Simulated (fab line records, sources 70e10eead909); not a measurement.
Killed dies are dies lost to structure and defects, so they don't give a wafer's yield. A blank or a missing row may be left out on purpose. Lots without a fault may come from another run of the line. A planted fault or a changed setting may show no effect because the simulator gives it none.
Which tool did it? | flow nand_harc | 13 lots, 39 wafers sampled, at 5 steps of a route of 1302

WHAT THE GAUGES READ, wafer by wafer
NHARC_P_BONDPAD_THK_MEAS_33: measures by ellipsometry. Usual: thk_nm 199.6 nm, standard deviation 1.5.
lot  | measured     | on            | thk_nm (nm)       | flag
L192 | day 6 13:23  | film_metro-01 | 202.0 199.2 199.1 |
L193 | day 6 21:21  | film_metro-01 | 199.6 200.6 201.9 |
L197 | day 8 12:46  | film_metro-01 | 199.9 197.0 198.9 |
L198 | day 9 04:50  | film_metro-01 | 197.8 199.2 201.8 |
L200 | day 9 20:25  | film_metro-02 | 197.4 200.0 198.2 |
L205 | day 11 20:41 | film_metro-02 | 200.8 199.7 200.4 |
L206 | day 12 23:01 | film_metro-02 | 196.5 197.9 196.2 |
L207 | day 13 00:05 | film_metro-02 | 198.9 201.1 201.4 |
L210 | day 14 02:18 | film_metro-01 | 201.2 197.1 201.6 |
L212 | day 14 19:04 | film_metro-02 | 198.4 199.9 199.6 |
L213 | day 15 11:23 | film_metro-02 | 199.2 199.9 199.5 |
L214 | day 15 15:38 | film_metro-01 | 201.7 201.1 202.5 |
L215 | day 15 22:54 | film_metro-02 | 201.1 201.8 199.6 |

NHARC_P_BONDPAD_CD_MEAS_13. Usual: cd_nm 499.2 nm, standard deviation 2.5.
lot  | measured     | on        | cd_nm (nm)        | flag
L192 | day 6 14:21  | cd_sem-03 | 496.8 496.6 493.0 |
L193 | day 6 22:26  | cd_sem-02 | 503.0 502.7 501.4 |
L197 | day 8 13:52  | cd_sem-01 | 499.8 494.8 500.2 |
L198 | day 9 05:49  | cd_sem-01 | 499.6 498.1 501.6 |
L200 | day 9 21:23  | cd_sem-03 | 496.4 494.1 498.3 |
L205 | day 11 21:46 | cd_sem-02 | 500.9 500.0 498.5 |
L206 | day 13 00:10 | cd_sem-01 | 498.3 501.6 499.4 |
L207 | day 13 01:13 | cd_sem-02 | 496.9 500.1 498.0 |
L210 | day 14 03:24 | cd_sem-03 | 502.0 501.5 495.9 |
L212 | day 14 20:03 | cd_sem-03 | 503.1 503.9 502.7 |
L213 | day 15 12:31 | cd_sem-02 | 496.9 496.1 497.2 |
L214 | day 15 16:44 | cd_sem-01 | 503.2 502.5 502.3 |
L215 | day 15 23:59 | cd_sem-02 | 499.5 499.0 500.9 |

NHARC_END_SORT_01. Usual: defect_limited_yield 90.2 %, standard deviation 2.3; killed_at_array 62, standard deviation 15; killed_at_other 0.8, standard deviation 1; killed_at_periphery 3.7, standard deviation 2.6; killed_dies 66, standard deviation 15; killed_open 3.1, standard deviation 1.8; killed_short 2.6, standard deviation 1.7.
lot  | measured     | on        | defect_limited_yield (%) | killed_at_array | killed_at_other | killed_at_periphery | killed_dies | killed_open | killed_short | flag
L192 | day 24 13:38 | prober-01 | 91.3 88.2 90.5           | 55 70 58        | 0 2 1           | 4 8 5               | 59 80 64    | 2 2 3       | 5 2 3        |
L193 | day 24 05:52 | prober-01 | 90.8 90.5 90.7           | 61 62 62        | 0 0 0           | 1 2 1               | 62 64 63    | 6 5 2       | 1 2 4        |
L197 | day 26 18:41 | prober-01 | 88.0 86.9 87.3           | 79 83 82        | 0 2 1           | 2 4 3               | 81 89 86    | 4 8 1       | 4 1 1        |
L198 | day 28 01:52 | prober-02 | 87.6 87.0 88.9           | 79 87 72        | 0 1 1           | 5 0 2               | 84 88 75    | 5 6 3       | 3 2 0        |
L200 | day 27 23:36 | prober-01 | 91.6 88.5 89.4           | 48 69 65        | 1 0 0           | 8 9 7               | 57 78 72    | 2 7 7       | 2 3 3        |
L205 | day 29 03:23 | prober-02 | 86.7 86.3 85.1           | 78 88 96        | 0 0 0           | 12 5 5              | 90 93 101   | 5 2 2       | 1 1 2        |
L206 | day 31 13:26 | prober-01 | 88.6 88.6 90.7           | 71 70 60        | 1 0 0           | 5 7 3               | 77 77 63    | 3 1 5       | 4 3 2        |
L207 | day 30 19:26 | prober-01 | 94.1 90.5 92.8           | 36 59 43        | 3 4 3           | 1 1 3               | 40 64 49    | 0 0 4       | 1 3 3        |
L210 | day 32 03:33 | prober-02 | 91.6 91.6 90.7           | 54 52 61        | 0 0 0           | 3 5 2               | 57 57 63    | 5 2 5       | 3 4 0        |
L212 | day 32 03:32 | prober-01 | 90.8 87.1 86.3           | 56 81 87        | 3 2 0           | 3 4 6               | 62 87 93    | 2 6 2       | 0 4 6        |
L213 | day 33 15:49 | prober-02 | 90.5 89.2 87.3           | 62 71 79        | 0 1 3           | 2 1 4               | 64 73 86    | 2 6 3       | 1 2 2        |
L214 | day 33 07:13 | prober-01 | 92.5 90.7 92.6           | 40 58 44        | 4 0 1           | 7 5 5               | 51 63 50    | 2 2 2       | 5 8 1        |
L215 | day 34 00:46 | prober-01 | 90.8 91.4 92.8           | 59 55 42        | 2 3 1           | 1 0 6               | 62 58 49    | 1 2 4       | 2 2 2        |

WHICH TOOL RAN EACH LOT (tool, then ch and the chambers of the sampled wafers, then the start)
lot  | NHARC_P_BONDPAD_ETCH_24            | NHARC_P_BONDPAD_ANNEAL_28
L192 | rie_diel-03 ch 1,3, day 6 14:34    | rtp_anneal-02 ch 0, day 6 15:42
L193 | rie_diel-09 ch 0,1,3, day 6 22:41  | rtp_anneal-01 ch 0, day 6 23:48
L197 | rie_diel-03 ch 1,2, day 8 14:05    | rtp_anneal-01 ch 0, day 8 15:30
L198 | rie_diel-12 ch 2,3, day 9 06:28    | rtp_anneal-01 ch 0, day 9 07:47
L200 | rie_diel-12 ch 1,3, day 9 21:37    | rtp_anneal-01 ch 0, day 9 22:50
L205 | rie_diel-12 ch 0,1, day 11 22:00   | rtp_anneal-02 ch 0, day 11 23:11
L206 | rie_diel-12 ch 0,2,3, day 13 00:25 | rtp_anneal-02 ch 0, day 13 01:37
L207 | rie_diel-09 ch 0,2,3, day 13 01:26 | rtp_anneal-01 ch 0, day 13 02:41
L210 | rie_diel-12 ch 1,2,3, day 14 03:38 | rtp_anneal-02 ch 0, day 14 04:46
L212 | rie_diel-09 ch 0,2, day 14 20:17   | rtp_anneal-01 ch 0, day 14 21:25
L213 | rie_diel-09 ch 0,1,2, day 15 12:46 | rtp_anneal-02 ch 0, day 15 13:58
L214 | rie_diel-03 ch 2,3, day 15 16:59   | rtp_anneal-02 ch 0, day 15 18:09
L215 | rie_diel-03 ch 0,1,3, day 16 00:13 | rtp_anneal-01 ch 0, day 16 01:23
- NHARC_P_BONDPAD_ETCH_24: etches the open film in CF4/N2, target depth 30 nm, time 72.99 s.
- NHARC_P_BONDPAD_ANNEAL_28: time 90 s.

WHAT THE TOOLS THEMSELVES READ (means of the sampled wafers that have a number; where no wafer has one, the mark that the record gives instead)
NHARC_P_BONDPAD_ETCH_24. Usual: drypump_motor_current_A 6.0 A, standard deviation 0.38; oes_product_au 0.996 a.u., standard deviation 0.0094; rf_vpp_V 314.1 V, standard deviation 1.8; run_length_s 94.5 s, standard deviation 0.37; showerhead_plenum_p_Torr 2.63 Torr, standard deviation 0.099; throttle_valve_pct 19.794 %, standard deviation 0.0092.
lot  | tool        | drypump_motor_current_A (A) | oes_product_au (a.u.) | rf_vpp_V (V) | run_length_s (s) | showerhead_plenum_p_Torr (Torr) | throttle_valve_pct (%) | flag
L192 | rie_diel-03 | 5.7                         | 0.990                 | 312.4        | 94.2             | 2.53                            | 19.790                 |
L193 | rie_diel-09 | 6.3                         | 0.999                 | 313.8        | 94.7             | 2.59                            | 19.793                 |
L197 | rie_diel-03 | 6.1                         | 1.005                 | 314.5        | 94.4             | 2.64                            | 19.782                 |
L198 | rie_diel-12 | 5.6                         | 0.992                 | 315.2        | 94.6             | 2.66                            | 19.796                 |
L200 | rie_diel-12 | 6.0                         | 1.006                 | 315.9        | 94.9             | 2.73                            | 19.805                 |
L205 | rie_diel-12 | 6.3                         | 1.002                 | 316.7        | 94.8             | 2.79                            | 19.789                 |
L206 | rie_diel-12 | 5.7                         | 1.000                 | 315.2        | 93.9             | 2.68                            | 19.802                 |
L207 | rie_diel-09 | 6.3                         | 0.990                 | 313.1        | 94.6             | 2.58                            | 19.797                 |
L210 | rie_diel-12 | 5.8                         | 1.000                 | 315.3        | 93.9             | 2.69                            | 19.794                 |
L212 | rie_diel-09 | 6.3                         | 0.995                 | 312.9        | 94.8             | 2.57                            | 19.799                 |
L213 | rie_diel-09 | 6.2                         | 0.999                 | 313.8        | 94.6             | 2.63                            | 19.793                 |
L214 | rie_diel-03 | 5.9                         | 0.990                 | 312.8        | 94.5             | 2.52                            | 19.800                 |
L215 | rie_diel-03 | 5.6                         | 1.001                 | 312.5        | 94.3             | 2.56                            | 19.789                 |

NHARC_P_BONDPAD_ANNEAL_28. Usual: wafer_temp_C_max 226.2, standard deviation 0.51.
lot  | tool          | wafer_temp_C_max | flag
L192 | rtp_anneal-02 | 226.6            |
L193 | rtp_anneal-01 | 225.6            |
L197 | rtp_anneal-01 | 225.9            |
L198 | rtp_anneal-01 | 225.8            |
L200 | rtp_anneal-01 | 225.9            |
L205 | rtp_anneal-02 | 226.5            |
L206 | rtp_anneal-02 | 226.9            |
L207 | rtp_anneal-01 | 225.6            |
L210 | rtp_anneal-02 | 227.1            |
L212 | rtp_anneal-01 | 226.0            |
L213 | rtp_anneal-02 | 226.5            |
L214 | rtp_anneal-02 | 226.6            |
L215 | rtp_anneal-01 | 226.1            |

THE ANSWER, worked out from the rows above alone
Rule: a lot is off if the mean of its wafers that have a number lies more than 3 standard deviations from the usual mean. A lot without any number at a reading at which 4 lots or more have one is off too. The other lots that the step has rows for count as sound. The gauges are gone through in route order, then the tools' own readings, and for those a lot's mean is taken as printed above. The first step at which some lot is off is used, and at that step the reading that is off furthest; a lot without a number counts as furthest.
No lot is off at any reading shown: from this, nothing can be told.

WHAT THE SIMULATOR HAD PUT IN
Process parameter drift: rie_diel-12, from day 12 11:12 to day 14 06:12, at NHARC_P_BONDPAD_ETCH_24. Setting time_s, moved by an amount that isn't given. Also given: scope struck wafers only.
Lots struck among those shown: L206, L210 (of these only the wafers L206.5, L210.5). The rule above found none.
